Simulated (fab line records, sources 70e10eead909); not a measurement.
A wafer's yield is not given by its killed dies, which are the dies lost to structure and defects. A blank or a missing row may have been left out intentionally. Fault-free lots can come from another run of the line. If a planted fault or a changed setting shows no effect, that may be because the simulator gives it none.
Chamber matching :: flow nand-harc :: rie-diel-06 running NHARC_A_STAIRCASE_DESCUM_219: 4 sister chambers
The step chemistry O2, time 3 s. 8 wafers are shown with their chamber, then 11 later ones without.

## WAFERS PAIRED WITH THEIR CHAMBERS
wafer: L081.1
chamber: 0
drypump-motor-current-A (A): 5.42
showerhead-plenum-p-Torr (Torr): 1.78

wafer: L083.2
chamber: 3
drypump-motor-current-A (A): 5.75
showerhead-plenum-p-Torr (Torr): 2.01

wafer: L083.6
chamber: 0
drypump-motor-current-A (A): 5.43
showerhead-plenum-p-Torr (Torr): 1.78

wafer: L090.3
chamber: 1
drypump-motor-current-A (A): 6.08
showerhead-plenum-p-Torr (Torr): 1.91

wafer: L094.1
chamber: 2
drypump-motor-current-A (A): 6.02
showerhead-plenum-p-Torr (Torr): 1.83

wafer: L094.4
chamber: 3
drypump-motor-current-A (A): 5.76
showerhead-plenum-p-Torr (Torr): 2.00

wafer: L094.6
chamber: 2
drypump-motor-current-A (A): 6.03
showerhead-plenum-p-Torr (Torr): 1.83

wafer: L094.2
chamber: 1
drypump-motor-current-A (A): 6.09
showerhead-plenum-p-Torr (Torr): 1.91

## WAFERS MISSING THEIR CHAMBER
wafer: L094.3
drypump-motor-current-A (A): 5.45
showerhead-plenum-p-Torr (Torr): 1.77

wafer: L094.5
drypump-motor-current-A (A): 5.76
showerhead-plenum-p-Torr (Torr): 2.00

wafer: L093.2
drypump-motor-current-A (A): 6.05
showerhead-plenum-p-Torr (Torr): 1.83

wafer: L093.3
drypump-motor-current-A (A): 5.74
showerhead-plenum-p-Torr (Torr): 2.00

wafer: L093.4
drypump-motor-current-A (A): 5.37
showerhead-plenum-p-Torr (Torr): 1.77

wafer: L093.1
drypump-motor-current-A (A): 6.08
showerhead-plenum-p-Torr (Torr): 1.91

wafer: L093.5
drypump-motor-current-A (A): 5.38
showerhead-plenum-p-Torr (Torr): 1.77

wafer: L093.6
drypump-motor-current-A (A): 6.07
showerhead-plenum-p-Torr (Torr): 1.91

wafer: L095.2
drypump-motor-current-A (A): 6.08
showerhead-plenum-p-Torr (Torr): 1.91

wafer: L095.3
drypump-motor-current-A (A): 5.38
showerhead-plenum-p-Torr (Torr): 1.77

wafer: L095.6
drypump-motor-current-A (A): 5.74
showerhead-plenum-p-Torr (Torr): 2.00

## THE CHAMBER EACH PASSED THROUGH
wafer: L094.3
from the rows above: 0
in truth: 0

wafer: L094.5
from the rows above: 3
in truth: 3

wafer: L093.2
from the rows above: 2
in truth: 2

wafer: L093.3
from the rows above: 3
in truth: 3

wafer: L093.4
from the rows above: 0
in truth: 0

wafer: L093.1
from the rows above: 1
in truth: 1

wafer: L093.5
from the rows above: 0
in truth: 0

wafer: L093.6
from the rows above: 1
in truth: 1

wafer: L095.2
from the rows above: 1
in truth: 1

wafer: L095.3
from the rows above: 0
in truth: 0

wafer: L095.6
from the rows above: 3
in truth: 3
11 of 11 placed correctly. Left unplaced by these rows: 0. Number placed wrongly: 0.
How it was worked out, from the rows above alone: a wafer's distance from a chamber is the root of the sum, over the readings, of the square of ((its reading less the chamber's mean) divided by the reading's scatter). If the next closest chamber is less than 2 further off than the closest, the wafer can't be placed; otherwise it belongs to the closest. Each chamber's mean is taken over the wafers shown for it. The scatter is the square root of a quotient: the sum, over the shown wafers, of each reading's squared deviation from its chamber's mean, divided by wafers minus chambers.
